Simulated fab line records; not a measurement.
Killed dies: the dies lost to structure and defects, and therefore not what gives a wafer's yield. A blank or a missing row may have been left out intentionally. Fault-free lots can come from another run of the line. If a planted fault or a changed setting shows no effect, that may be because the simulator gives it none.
Chamber matching    flow nand_harc    NHARC_A_STAIRCASE_DESCUM_11 on rie_diel-12: 4 sister chambers
The step chemistry O2, time 3 s. 4 wafers are shown with their chamber, then 8 later ones without.

WAFERS WITH THEIR CHAMBER
wafer   chamber  drypump_motor_current_A (A)
L081.3  0        5.7
L087.1  1        5.4
L087.6  2        6.3
L088.2  3        6.3

WAFERS WHOSE CHAMBER IS MISSING
wafer   drypump_motor_current_A (A)
L088.3  5.7
L088.6  6.3
L091.2  5.4
L091.4  6.3
L091.5  5.4
L094.1  6.2
L094.2  5.4
L094.3  6.3

WHICH CHAMBER EACH WENT THROUGH
wafer   from the rows above      in truth
L088.3  0                        0
L088.6  can't be placed: 2 or 3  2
L091.2  1                        1
L091.4  can't be placed: 2 or 3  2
L091.5  1                        1
L094.1  can't be placed: 2 or 3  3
L094.2  1                        1
L094.3  can't be placed: 2 or 3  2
Placed correctly: 4 of 8. Can't be placed from these rows: 4 (the true chamber is among the candidates in 4). Wrongly placed: 0.
How it was worked out, from the rows above alone: a wafer's distance from a chamber is the root of the sum, over the readings, of the square of ((its reading less the chamber's mean) divided by the reading's scatter). If the next closest chamber is less than 2 further off than the closest, the wafer can't be placed; otherwise it belongs to the closest. For every chamber, the mean is computed from those of its wafers that are shown. The scatter: root of mean squared gap, hidden wafer to nearest shown wafer, with one shown wafer a chamber.
